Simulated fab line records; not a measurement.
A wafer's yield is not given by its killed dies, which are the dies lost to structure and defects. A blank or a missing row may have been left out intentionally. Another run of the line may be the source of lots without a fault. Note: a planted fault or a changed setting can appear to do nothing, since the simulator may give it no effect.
fab line records    flow n5Finfet
record lots=11  wafers=31  lastDay=17
route steps=1938 shown BEOL_M1@817 BEOL_M4@1111 PASSIVATION@1936
lots with no fault: from the same line, run without faults
startH: hours from the record's first day to the start of the lot's first wafer shown    waitH: how many hours have passed since the lot's step before this one    " the same as in the row above    L1.1+2: one row covering several wafers at once    - no value present, or no start provided    * or withheld: withheld    < > ~ a bound
route shown NAME@n: names a module that has steps shown in the file, with the first one's number in the route    usual: mean and standard deviation over wafers with no fault    same: alike in all rows    chamber/n: place in a boat    sites: per-site readings    _std_site: their standard deviation    _edge_site: inner sites' mean taken away from outer sites' mean    radiusMm: for every site, how far away it sits from the centre of the wafer    mask NAME#n: copy n    behind: the most recent tool/chamber to have shaped the wafer    hold: reason for holding the lot/hours on hold/outcome of the hold    device: which transistor (n, p or np) failed to switch    end of line: the same wafers' tests at the end of the route    a step with no rows: only its recipe    killed: dies lost to structure and defects at the first sort, not the wafer's yield    map: the dies of a wafer, with x for killed, . for not killed, _ for no die there
set.NAME: the setting that was run; set.NAME@STEP: the one run at that earlier step    model.NAME: the simulator's own value behind a step, which no gauge read
one table for each step of the route and one row for each wafer, over a sample of lots
## steps
# step N5_BEOL_M1_ANNEAL_80
# recipe tempC=400  timeS=240  ambient=vacuum
# usual heaterPowerW=854/100
lot.wafer  tool           chamber  startH  waitH  heaterPowerW
L302.3     pvdSputter-02  -        131.44  0.0    759
L302.5     "              -        "       "      761
L303.1     pvdSputter-03  -        137.71  0.0    893
L303.3     "              -        "       "      886
L303.5     "              -        "       "      764
L304.2     pvdSputter-01  -        138.07  0.0    877
L304.4     "              -        "       "      929
L304.5     "              -        "       "      893
L307.4     pvdSputter-03  -        163.12  0.0    889
L307.5     "              -        "       "      880
L307.6     "              -        "       "      875
L308.2     pvdSputter-02  -        168.82  0.0    785
L308.3     "              -        "       "      1149
L308.6     "              -        "       "      722
L311.2     pvdSputter-02  -        187.73  0.0    749
L311.4     "              -        "       "      785
L311.6     "              -        "       "      795
L315.1     pvdSputter-02  -        209.27  0.0    1128
L315.2     "              -        "       "      737
L318.3     pvdSputter-01  -        226.27  0.0    889
L318.5     "              -        "       "      884
L318.6     "              -        "       "      737
L320.3     pvdSputter-03  -        240.39  0.0    887
L320.4     "              -        "       "      893
L320.5     "              -        "       "      764
L321.1     pvdSputter-03  -        242.23  0.0    844
L321.3     "              -        "       "      868
L321.4     "              -        "       "      902
L322.1     pvdSputter-03  -        255.96  0.0    750
L322.4     "              -        "       "      864
L322.5     "              -        "       "      874
# step N5_BEOL_M1_ANNEAL_87
# recipe tempC=400  timeS=240  ambient=vacuum
# usual heaterPowerW=854/100
lot.wafer  tool           chamber  startH  waitH  heaterPowerW
L302.3     pvdSputter-02  -        131.88  0.0    751
L302.5     "              -        "       "      749
L303.1     pvdSputter-03  -        138.15  0.0    898
L303.3     "              -        "       "      889
L303.5     "              -        "       "      761
L304.2     pvdSputter-01  -        138.51  0.0    864
L304.4     "              -        "       "      923
L304.5     "              -        "       "      929
L307.4     pvdSputter-03  -        163.56  0.0    854
L307.5     "              -        "       "      862
L307.6     "              -        "       "      903
L308.2     pvdSputter-02  -        169.26  0.0    791
L308.3     "              -        "       "      1137
L308.6     "              -        "       "      715
L311.2     pvdSputter-02  -        188.17  0.0    750
L311.4     "              -        "       "      795
L311.6     "              -        "       "      798
L315.1     pvdSputter-02  -        209.71  0.0    1152
L315.2     "              -        "       "      751
L318.3     pvdSputter-01  -        226.71  0.0    869
L318.5     "              -        "       "      897
L318.6     "              -        "       "      741
L320.3     pvdSputter-03  -        240.83  0.0    880
L320.4     "              -        "       "      872
L320.5     "              -        "       "      751
L321.1     pvdSputter-03  -        242.67  0.0    870
L321.3     "              -        "       "      894
L321.4     "              -        "       "      869
L322.1     pvdSputter-03  -        256.40  0.0    764
L322.4     "              -        "       "      870
L322.5     "              -        "       "      873
# step N5_BEOL_M1_SPUTTER_94
# recipe material=Cu  targetThkA=45  tempC=-20  chamberPressurePa=0.07  powerW=withheld  timeS=8.29
# usual chamberPressurePa=0.07001/0.00014  chuckGasFlowSccm=1.25/0.053  throttleValvePct=29.6/1.3
lot.wafer  tool           chamber  startH  waitH  chamberPressurePa  chuckGasFlowSccm  throttleValvePct
L302.3     pvdSputter-02  -        132.68  0.1    0.07013            1.26              29.3
L302.5     "              -        "       "      0.07024            1.29              28.9
L303.1     pvdSputter-03  -        138.95  0.1    0.07009            1.22              31.1
L303.3     "              -        "       "      0.07011            1.17              31.9
L303.5     "              -        "       "      0.06966            1.20              28.8
L304.2     pvdSputter-01  -        139.31  0.1    0.07003            1.26              28.4
L304.4     "              -        "       "      0.07009            1.26              29.4
L304.5     "              -        "       "      0.06998            1.25              29.2
L307.4     pvdSputter-03  -        164.36  0.1    0.06988            1.28              32.0
L307.5     "              -        "       "      0.06991            1.16              29.3
L307.6     "              -        "       "      0.06999            1.24              32.1
L308.2     pvdSputter-02  -        170.06  0.1    0.07002            1.19              30.8
L308.3     "              -        "       "      0.06991            1.36              28.5
L308.6     "              -        "       "      0.06973            1.27              28.5
L311.2     pvdSputter-02  -        188.97  0.1    0.07018            1.27              29.0
L311.4     "              -        "       "      0.07018            1.30              30.8
L311.6     "              -        "       "      0.06997            1.23              31.0
L315.1     pvdSputter-02  -        210.51  0.1    0.06989            1.20              28.2
L315.2     "              -        "       "      0.07012            1.17              28.8
L318.3     pvdSputter-01  -        227.51  0.1    0.06992            1.25              28.0
L318.5     "              -        "       "      0.07004            1.22              28.1
L318.6     "              -        "       "      0.07019            1.23              30.9
L320.3     pvdSputter-03  -        241.63  0.1    0.07003            1.29              31.4
L320.4     "              -        "       "      0.07011            1.18              31.8
L320.5     "              -        "       "      0.06991            1.30              28.9
L321.1     pvdSputter-03  -        243.47  0.1    -                  -                 -
L321.3     "              -        "       "      -                  -                 -
L321.4     "              -        "       "      -                  -                 -
L322.1     pvdSputter-03  -        257.20  0.1    -                  -                 -
L322.4     "              -        "       "      -                  -                 -
L322.5     "              -        "       "      -                  -                 -
# step N5_BEOL_M1_ANNEAL_95
# recipe tempC=400  timeS=240  ambient=vacuum
# usual heaterPowerW=854/100
lot.wafer  tool           chamber  startH  waitH  heaterPowerW
L302.3     pvdSputter-02  -        132.76  0.0    769
L302.5     "              -        "       "      763
L303.1     pvdSputter-03  -        139.03  0.0    882
L303.3     "              -        "       "      907
L303.5     "              -        "       "      759
L304.2     pvdSputter-01  -        139.39  0.0    882
L304.4     "              -        "       "      918
L304.5     "              -        "       "      923
L307.4     pvdSputter-03  -        164.44  0.0    888
L307.5     "              -        "       "      878
L307.6     "              -        "       "      903
L308.2     pvdSputter-02  -        170.14  0.0    781
L308.3     "              -        "       "      1110
L308.6     "              -        "       "      714
L311.2     pvdSputter-02  -        189.05  0.0    754
L311.4     "              -        "       "      801
L311.6     "              -        "       "      793
L315.1     pvdSputter-02  -        210.59  0.0    1136
L315.2     "              -        "       "      726
L318.3     pvdSputter-01  -        227.59  0.0    878
L318.5     "              -        "       "      889
L318.6     "              -        "       "      745
L320.3     pvdSputter-03  -        241.71  0.0    889
L320.4     "              -        "       "      867
L320.5     "              -        "       "      749
L321.1     pvdSputter-03  -        243.55  0.0    844
L321.3     "              -        "       "      876
L321.4     "              -        "       "      883
L322.1     pvdSputter-03  -        257.28  0.0    750
L322.4     "              -        "       "      859
L322.5     "              -        "       "      871
# step N5_BEOL_M4_RC_MEAS_101
# usual DIBL_N=36.2/2.2  DIBL_P=36.1/2.8  IOFF_N=0.16/0.041  IOFF_P=0.21/0.047  ION_N=676/16  ION_P=463/11  SS_N=71.6/0.78  SS_P=73.3/0.86  VT_N=249/3.8  VT_P=-251/3.9
lot.wafer  tool       chamber  startH  waitH  DIBL_N[mV/V]  DIBL_P[mV/V]  IOFF_N[nA/um]  IOFF_P[nA/um]  ION_N[uA/um]  ION_P[uA/um]  SS_N[mV/dec]  SS_P[mV/dec]  VT_N[mV]  VT_P[mV]
L302.3     prober-02  0        174.68  0.3    33.8          32.5          0.13           0.16           686           465           70.7          72.0          250       -256
L302.5     "          0        "       "      35.4          34.2          0.16           0.19           688           467           70.9          72.9          248       -251
L303.1     prober-02  0        176.70  0.0    38.8          38.8          0.20           0.24           703           474           72.0          73.3          248       -250
L303.3     "          0        "       "      37.1          36.6          0.16           0.21           689           465           72.3          72.3          249       -251
L303.5     "          0        "       "      37.7          37.8          0.17           0.22           686           468           72.0          73.2          251       -251
L304.2     prober-02  0        196.50  0.2    36.2          35.8          0.18           0.24           684           471           71.6          73.8          245       -246
L304.4     "          0        "       "      35.3          35.2          0.15           0.22           675           465           71.0          73.2          252       -248
L304.5     "          0        "       "      36.0          35.4          0.15           0.23           666           466           71.3          73.2          254       -249
L307.4     prober-01  0        204.85  0.5    40.0          39.7          0.23           0.24           689           455           72.8          74.9          244       -251
L307.5     "          0        "       "      38.2          38.1          0.17           0.21           662           449           72.8          73.2          248       -254
L307.6     "          0        "       "      34.4          33.4          0.12           0.16           680           463           70.5          72.3          255       -255
L308.2     prober-02  0        214.68  0.2    38.3          38.3          0.19           0.22           682           461           71.7          73.7          248       -250
L308.3     "          0        "       "      35.8          34.9          0.15           0.19           689           468           71.2          73.6          248       -250
L308.6     "          0        "       "      40.0          39.5          0.22           0.24           701           474           72.4          74.3          244       -249
L311.2     prober-02  0        237.18  0.2    37.7          37.3          0.18           0.23           680           463           72.4          73.0          249       -248
L311.4     "          0        "       "      32.6          31.9          0.10           0.16           664           460           69.9          72.2          255       -253
L311.6     "          0        "       "      39.5          40.4          0.22           0.28           678           464           71.7          74.3          247       -247
L315.1     prober-01  0        246.21  0.0    40.1          40.9          0.24           0.29           682           467           73.4          75.0          244       -249
L315.2     "          0        "       "      32.8          31.5          0.11           0.14           653           451           70.9          72.2          253       -257
L318.3     prober-01  0        276.42  0.3    39.1          38.1          0.18           0.22           672           461           72.0          73.4          249       -253
L318.5     "          0        "       "      35.7          34.2          0.13           0.16           657           449           71.8          73.1          252       -256
L318.6     "          0        "       "      38.9          39.0          0.19           0.24           678           456           72.1          74.0          247       -252
L321.1     prober-02  0        290.51  0.0    38.1          35.3          0.15           0.14           666           438           72.8          72.7          253       -260
L321.3     "          0        "       "      38.1          37.2          0.18           0.17           674           453           71.8          73.1          247       -254
L321.4     "          0        "       "      36.2          35.0          0.13           0.15           666           450           70.9          73.0          252       -258
L320.3     prober-02  0        296.91  0.3    39.9          38.6          0.23           0.29           683           470           73.2          72.8          245       -242
L320.4     "          0        "       "      32.8          31.0          0.10           0.16           667           463           70.8          71.9          253       -255
L320.5     "          0        "       "      35.3          33.6          0.13           0.20           672           472           71.3          72.5          252       -249
L322.1     prober-01  0        303.48  0.0    36.5          37.7          0.16           0.24           677           474           70.9          74.4          250       -249
L322.4     "          0        "       "      38.7          38.0          0.18           0.24           679           467           71.6          74.2          252       -249
L322.5     "          0        "       "      38.9          38.5          0.18           0.25           680           473           72.0          73.5          250       -248
# step N5_PASSIVATION_PROBE_49
# usual defectLimitedYield=91.4/1.4  killed_at_M0_to_M3=33/10  killed_at_M4_up=14/6.1  killedAtContacts=14/6.1  killedAtFrontEnd=38/9.7  killedAtOther=3.1/2.9  killedDies=102/17  killedOpen=67/13  killedShort=32/8  sort_bin_5_function=5.1/0.94  sort_bin_6_memory=3.2/0.68  sort_bin_8_speed=0.02/0.17  sortNPass=1078/17  sortYieldPct=91.3/1.5
# same grossDies=1180  killedAtBackSide=0  sort_bin_4_leakage[%]=0
lot.wafer  tool       chamber  startH  waitH  defectLimitedYield[%]  killed_at_M0_to_M3  killed_at_M4_up  killedAtContacts  killedAtFrontEnd  killedAtOther  killedDies  killedOpen  killedShort  sort_bin_5_function[%]  sort_bin_6_memory[%]  sort_bin_8_speed[%]  sortNPass  sortYieldPct[%]
L302.3     prober-02  -        271.72  0.1    91.7                   32                  10               17                33                6              98          64          32           5.5                     2.7                   0                    1082       91.7
L302.5     prober-02  -        271.82  0.2    89.9                   46                  13               10                44                6              119         80          39           5.9                     3.7                   0                    1061       89.9
L303.1     prober-01  -        282.13  0.0    95.1                   15                  14               10                19                0              58          41          16           3.1                     1.7                   0                    1122       95.1
L303.3     prober-01  -        282.23  0.1    91.8                   27                  10               16                38                6              97          69          28           4.2                     3.6                   0                    1083       91.8
L303.5     prober-01  -        282.33  0.2    91.6                   29                  10               23                30                7              99          74          25           4.7                     3.3                   0                    1081       91.6
L304.2     prober-01  -        296.12  0.1    90.4                   42                  11               9                 48                3              113         79          32           5.2                     3.6                   0                    1067       90.4
L304.4     prober-01  -        296.22  0.2    88.2                   74                  17               10                27                11             139         100         39           6.9                     4.7                   0                    1041       88.2
L304.5     prober-01  -        296.27  0.2    91.7                   43                  12               7                 36                0              98          76          22           4.9                     3.1                   0                    1082       91.7
L307.4     prober-01  -        310.44  0.2    93.4                   29                  10               10                29                0              78          51          27           3.8                     2.7                   0                    1102       93.4
L307.5     prober-01  -        310.49  0.2    91.0                   28                  24               7                 46                1              106         77          27           5.5                     3.3                   0                    1074       91.0
L307.6     prober-01  -        310.54  0.3    90.8                   45                  14               8                 40                1              108         64          44           5.3                     3.5                   0                    1072       90.8
L308.2     prober-02  -        313.47  0.1    88.6                   41                  13               12                67                1              134         78          54           7.2                     3.7                   0                    1046       88.6
L308.3     prober-02  -        313.52  0.1    90.9                   32                  12               12                50                1              107         80          26           5.3                     3.6                   0                    1073       90.9
L308.6     prober-02  -        313.67  0.3    90.4                   38                  5                13                55                2              113         73          40           5.1                     4.3                   0                    1067       90.4
L311.2     prober-02  -        342.07  0.1    91.4                   36                  10               9                 46                1              102         60          40           5.8                     2.6                   0                    1078       91.4
L311.4     prober-02  -        342.17  0.2    92.8                   26                  11               14                32                2              85          55          25           4.1                     2.9                   0                    1095       92.8
L311.6     prober-02  -        342.27  0.3    91.9                   28                  21               17                27                2              95          62          32           5.4                     2.5                   0                    1085       91.9
L315.1     prober-02  -        373.02  0.0    90.7                   48                  13               15                29                5              110         69          41           6.1                     3.0                   0                    1070       90.7
L315.2     prober-02  -        373.07  0.1    95.3                   22                  9                7                 15                2              55          36          19           3.1                     1.4                   0                    1125       95.3
L318.3     prober-02  -        390.30  0.1    91.8                   27                  33               9                 26                2              97          63          29           5.3                     2.3                   0                    1083       91.8
L318.5     prober-02  -        390.40  0.2    93.2                   31                  15               5                 28                1              80          52          28           4.5                     2.1                   0                    1100       93.2
L318.6     prober-02  -        390.45  0.3    89.6                   48                  33               7                 32                3              123         86          35           6.6                     3.5                   0                    1057       89.6
L321.1     prober-01  -        395.50  0.0    89.1                   53                  20               14                35                7              129         76          49           6.2                     4.4                   0.25                 1048       88.8
L321.3     prober-01  -        395.60  0.1    92.0                   31                  15               12                33                3              94          72          21           4.5                     3.1                   0                    1086       92.0
L321.4     prober-01  -        395.65  0.2    91.6                   45                  8                10                34                2              99          54          35           4.9                     2.6                   0                    1081       91.6
L322.1     prober-01  -        408.18  0.0    92.9                   33                  12               11                24                4              84          43          31           4.3                     2.6                   0                    1096       92.9
L322.4     prober-01  -        408.33  0.2    92.9                   25                  14               11                27                7              84          52          26           3.1                     3.2                   0                    1096       92.9
L322.5     prober-01  -        408.38  0.2    92.5                   21                  10               7                 43                7              88          48          21           3.3                     2.9                   0                    1092       92.5
L320.3     prober-02  -        408.95  0.1    91.4                   30                  19               19                31                2              101         60          31           5.1                     2.8                   0                    1079       91.4
L320.4     prober-02  -        409.00  0.2    93.9                   33                  7                6                 21                5              72          49          22           3.6                     2.2                   0                    1108       93.9
L320.5     prober-02  -        409.05  0.2    93.1                   29                  13               11                24                4              81          51          21           3.6                     2.7                   0                    1099       93.1
# killed by level:class
L302.3 MOL_CONTACT_COAG:geometricParticle:open=13 STI_FIN_REVEAL:geometricParticle:open=9 BEOL_M0_SAQP:geometricParticle:short=8 BEOL_M1:geometricParticle:open=6 BEOL_M0_SAQP:geometricParticle:open=5 BEOL_M0:geometricParticle:open=5 ILD0:geometricParticle:short=4 MOL_CONTACT_COAG:geometricParticle:short=4
L302.5 BEOL_M0_SAQP:geometricParticle:open=16 BEOL_M0_SAQP:geometricParticle:short=16 STI_FIN_REVEAL:geometricParticle:open=15 MOL_CONTACT_COAG:geometricParticle:open=10 FIN_SAQP:geometricParticle:open=7 BEOL_M3:geometricParticle:open=7 BEOL_M4:geometricParticle:open=5 BEOL_M2:geometricParticle:open=4
L303.1 MOL_CONTACT_COAG:geometricParticle:open=8 BEOL_M4:geometricParticle:open=5 BEOL_M0_SAQP:geometricParticle:open=4 BEOL_M1:geometricParticle:open=4 FIN_SAQP:geometricParticle:open=3 DUMMY_GATE:geometricParticle:open=3 GATE_CUT:geometricParticle:open=3 STARTING-WAFER:geometricParticle:short=3
L303.3 MOL_CONTACT_COAG:geometricParticle:open=13 BEOL_M0_SAQP:geometricParticle:open=10 STI_FIN_REVEAL:geometricParticle:open=8 BEOL_M0_SAQP:geometricParticle:short=8 DUMMY_GATE:geometricParticle:open=6 FIN_SAQP:geometricParticle:open=4 BEOL_M3:geometricParticle:open=4 STARTING-WAFER:geometricParticle:open=4
L303.5 MOL_CONTACT_COAG:geometricParticle:open=16 BEOL_M1:geometricParticle:open=12 STI_FIN_REVEAL:geometricParticle:open=9 MOL_CONTACT_COAG:geometricParticle:short=7 BEOL_M0_SAQP:geometricParticle:open=7 BEOL_M3:geometricParticle:open=4 STARTING-WAFER:geometricParticle:short=4 FIN_SAQP:geometricParticle:open=3
L304.2 FIN_SAQP:geometricParticle:open=20 BEOL_M2:geometricParticle:open=19 MOL_CONTACT_COAG:geometricParticle:open=8 BEOL_M0_SAQP:geometricParticle:open=7 BEOL_M0_SAQP:geometricParticle:short=6 DUMMY_GATE:geometricParticle:open=5 BEOL_M4:geometricParticle:open=5 DUMMY_GATE:geometricParticle:short=4
L304.4 BEOL_M2:geometricParticle:open=19 BEOL_M1:geometricParticle:open=18 BEOL_M3:geometricParticle:open=10 MOL_CONTACT_COAG:geometricParticle:open=10 STI_FIN_REVEAL:geometricParticle:open=9 FIN_SAQP:geometricParticle:open=7 BEOL_M2:geometricParticle:short=7 BEOL_M0_SAQP:geometricParticle:open=6
L304.5 BEOL_M2:geometricParticle:open=16 FIN_SAQP:geometricParticle:open=15 MOL_CONTACT_COAG:geometricParticle:open=7 BEOL_M0_SAQP:geometricParticle:short=7 FIN_SAQP:geometricParticle:short=6 BEOL_M6:geometricParticle:open=6 BEOL_M0_SAQP:geometricParticle:open=5 STI_FIN_REVEAL:geometricParticle:open=4
L307.4 BEOL_M3:geometricParticle:open=11 MOL_CONTACT_COAG:geometricParticle:open=9 FIN_SAQP:geometricParticle:short=6 STI_FIN_REVEAL:geometricParticle:open=6 FIN_SAQP:geometricParticle:open=5 BEOL_M0_SAQP:geometricParticle:short=5 BEOL_M0_SAQP:geometricParticle:open=5 BEOL_M1:geometricParticle:open=4
L307.5 STI_FIN_REVEAL:geometricParticle:open=14 BEOL_M4:geometricParticle:open=8 FIN_SAQP:geometricParticle:open=7 MOL_CONTACT_COAG:geometricParticle:open=7 BEOL_M0_SAQP:geometricParticle:open=7 FIN_SAQP:geometricParticle:short=6 BEOL_M1:geometricParticle:open=6 STI_FIN_REVEAL:geometricParticle:short=5
L307.6 BEOL_M3:geometricParticle:open=13 BEOL_M0_SAQP:geometricParticle:short=12 FIN_SAQP:geometricParticle:short=11 STI_FIN_REVEAL:geometricParticle:open=11 BEOL_M2:geometricParticle:open=10 MOL_CONTACT_COAG:geometricParticle:open=6 BEOL_M4:geometricParticle:open=6 BEOL_M3:geometricParticle:short=4
L308.2 FIN_SAQP:geometricParticle:short=25 FIN_SAQP:geometricParticle:open=14 BEOL_M2:geometricParticle:open=13 MOL_CONTACT_COAG:geometricParticle:open=11 BEOL_M3:geometricParticle:open=8 STI_FIN_REVEAL:geometricParticle:open=7 BEOL_M0_SAQP:geometricParticle:short=5 DUMMY_GATE:geometricParticle:open=4
L308.3 STI_FIN_REVEAL:geometricParticle:open=13 FIN_SAQP:geometricParticle:open=12 MOL_CONTACT_COAG:geometricParticle:open=12 FIN_SAQP:geometricParticle:short=10 BEOL_M2:geometricParticle:open=9 BEOL_M0_SAQP:geometricParticle:open=8 BEOL_M4:geometricParticle:open=7 BEOL_M1:geometricParticle:short=4
L308.6 FIN_SAQP:geometricParticle:short=15 FIN_SAQP:geometricParticle:open=14 MOL_CONTACT_COAG:geometricParticle:open=9 BEOL_M3:geometricParticle:open=8 BEOL_M2:geometricParticle:open=7 GATE_CUT:geometricParticle:open=6 BEOL_M1:geometricParticle:short=6 DUMMY_GATE:geometricParticle:open=5
L311.2 BEOL_M1:geometricParticle:open=9 GATE_CUT:geometricParticle:short=9 MOL_CONTACT_COAG:geometricParticle:open=8 BEOL_M0_SAQP:geometricParticle:short=8 BEOL_M0_SAQP:geometricParticle:open=8 FIN_SAQP:geometricParticle:open=7 STI_FIN_REVEAL:geometricParticle:open=6 FIN_SAQP:geometricParticle:short=5
L311.4 MOL_CONTACT_COAG:geometricParticle:open=11 BEOL_M0_SAQP:geometricParticle:open=6 BEOL_M1:geometricParticle:open=6 FIN_SAQP:geometricParticle:open=5 STI_FIN_REVEAL:geometricParticle:open=5 STARTING-WAFER:geometricParticle:open=5 GATE_CUT:geometricParticle:short=4 BEOL_M4:geometricParticle:open=4
L311.6 MOL_CONTACT_COAG:geometricParticle:open=11 BEOL_M1:geometricParticle:open=10 BEOL_M4:geometricParticle:open=9 FIN_SAQP:geometricParticle:open=7 BEOL_M4:geometricParticle:short=7 MOL_CONTACT_COAG:geometricParticle:short=6 BEOL_M3:geometricParticle:open=6 BEOL_M0_SAQP:geometricParticle:open=5
L315.1 BEOL_M2:geometricParticle:open=11 BEOL_M0_SAQP:geometricParticle:short=9 MOL_CONTACT_COAG:geometricParticle:open=9 BEOL_M0_SAQP:geometricParticle:open=7 MOL_CONTACT_COAG:geometricParticle:short=6 BEOL_M3:geometricParticle:open=6 BEOL_M4:geometricParticle:open=5 STI_FIN_REVEAL:geometricParticle:open=4
L315.2 MOL_CONTACT_COAG:geometricParticle:open=6 DUMMY_GATE:geometricParticle:open=5 BEOL_M1:geometricParticle:open=5 BEOL_M2:geometricParticle:open=4 DUMMY_GATE:geometricParticle:short=3 BEOL_M0_SAQP:geometricParticle:short=3 BEOL_M0_SAQP:geometricParticle:open=3 BEOL_M3:geometricParticle:short=3
L318.3 BEOL_M4:geometricParticle:open=10 MOL_CONTACT_COAG:geometricParticle:open=8 BEOL_M0_SAQP:geometricParticle:open=8 BEOL_M5:geometricParticle:open=7 DUMMY_GATE:geometricParticle:open=6 BEOL_M0_SAQP:geometricParticle:short=6 DUMMY_GATE:geometricParticle:short=4 BEOL_M1:geometricParticle:open=4
L318.5 BEOL_M0_SAQP:geometricParticle:short=10 BEOL_M4:geometricParticle:open=7 BEOL_M0_SAQP:geometricParticle:open=6 BEOL_M2:geometricParticle:open=5 MOL_CONTACT_COAG:geometricParticle:open=5 STARTING-WAFER:geometricParticle:open=5 DUMMY_GATE:geometricParticle:open=4 BEOL_M1:geometricParticle:open=4
L318.6 BEOL_M4:geometricParticle:open=15 BEOL_M2:geometricParticle:open=12 BEOL_M0_SAQP:geometricParticle:open=11 BEOL_M4:geometricParticle:short=10 BEOL_M0_SAQP:geometricParticle:short=9 STI_FIN_REVEAL:geometricParticle:open=7 FIN_SAQP:geometricParticle:open=6 BEOL_M0:geometricParticle:open=6
L321.1 MOL_CONTACT_COAG:geometricParticle:open=12 BEOL_M3:geometricParticle:open=12 BEOL_M4:geometricParticle:open=9 STI_FIN_REVEAL:geometricParticle:open=8 BEOL_M1:geometricParticle:open=8 BEOL_M0_SAQP:geometricParticle:short=7 GATE_CUT:geometricParticle:short=6 BEOL_M2:geometricParticle:open=6
L321.3 STI_FIN_REVEAL:geometricParticle:open=14 MOL_CONTACT_COAG:geometricParticle:open=10 BEOL_M3:geometricParticle:open=6 BEOL_M4:geometricParticle:open=6 BEOL_M0_SAQP:geometricParticle:open=5 BEOL_M0_SAQP:geometricParticle:short=5 BEOL_M1:geometricParticle:open=5 BEOL_M2:geometricParticle:open=4
L321.4 FIN_SAQP:geometricParticle:short=13 BEOL_M3:geometricParticle:open=12 BEOL_M0_SAQP:geometricParticle:open=9 BEOL_M2:geometricParticle:open=9 BEOL_M0_SAQP:geometricParticle:short=7 MOL_CONTACT_COAG:geometricParticle:open=6 HKMG_FIN:areaEtch=6 STI_FIN_REVEAL:geometricParticle:open=4
L322.1 BEOL_M1:interfaceVoidOpened=8 MOL_CONTACT_COAG:geometricParticle:open=7 BEOL_M0_SAQP:geometricParticle:short=5 ILD0:geometricParticle:short=5 GATE_CUT:geometricParticle:short=5 BEOL_M0_SAQP:geometricParticle:open=5 BEOL_M3:geometricParticle:open=5 MOL_CONTACT_COAG:geometricParticle:short=4
L322.4 BEOL_M0_SAQP:geometricParticle:open=7 STI_FIN_REVEAL:geometricParticle:open=6 MOL_CONTACT_COAG:geometricParticle:open=6 MOL_CONTACT_COAG:geometricParticle:short=5 BEOL_M0_SAQP:geometricParticle:short=5 BEOL_M2:geometricParticle:open=5 GATE_CUT:geometricParticle:short=4 BEOL_M4:geometricParticle:open=4
L322.5 HKMG_FIN:areaEtch=13 FIN_SAQP:geometricParticle:open=7 STI_FIN_REVEAL:geometricParticle:open=6 BEOL_M3:geometricParticle:open=6 BEOL_M1:interfaceVoidOpened=5 MOL_CONTACT_COAG:geometricParticle:open=4 DUMMY_GATE:geometricParticle:open=3 GATE_CUT:geometricParticle:short=3
L320.3 MOL_CONTACT_COAG:geometricParticle:open=17 BEOL_M4:geometricParticle:open=8 BEOL_M0_SAQP:geometricParticle:short=7 BEOL_M1:geometricParticle:open=7 HKMG_FIN:areaEtch=6 BEOL_M0_SAQP:geometricParticle:open=5 BEOL_M3:geometricParticle:open=5 STI_FIN_REVEAL:geometricParticle:open=4
L320.4 BEOL_M1:geometricParticle:open=9 BEOL_M0_SAQP:geometricParticle:short=8 FIN_SAQP:geometricParticle:open=6 BEOL_M3:geometricParticle:open=6 MOL_CONTACT_COAG:geometricParticle:open=5 DUMMY_GATE:geometricParticle:open=4 BEOL_M2:geometricParticle:open=4 BEOL_M5:geometricParticle:open=4
L320.5 BEOL_M2:geometricParticle:open=11 BEOL_M4:geometricParticle:open=7 HKMG_FIN:areaEtch=6 MOL_CONTACT_COAG:geometricParticle:open=5 BEOL_M1:geometricParticle:open=5 BEOL_M5:geometricParticle:open=5 FIN_SAQP:geometricParticle:open=4 GATE_CUT:geometricParticle:short=4
## key
firstSign step=N5_BEOL_M1_SPUTTER_94  reading=toolRecord  direction=missing
effect none on later readings
metAt N5_BEOL_M1_SPUTTER_94
struckLots L321,L322
baselineLoss step=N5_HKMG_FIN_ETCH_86  wafers=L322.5
notActingAt N5_BEOL_M1_ANNEAL_80,N5_BEOL_M1_ANNEAL_87,N5_BEOL_M1_ANNEAL_95
onsetBetween 241.63 243.47
fault kind=skippedStepWhole  tool=pvdSputter-03  chamber=-  onsetH=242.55  steps=N5_BEOL_M1_SPUTTER_94  scope=struckLotsOnly
# baselineLoss: these wafers lose ten dies or more at that step, a loss of the line's own and not of a fault; the sort's usual values leave them out
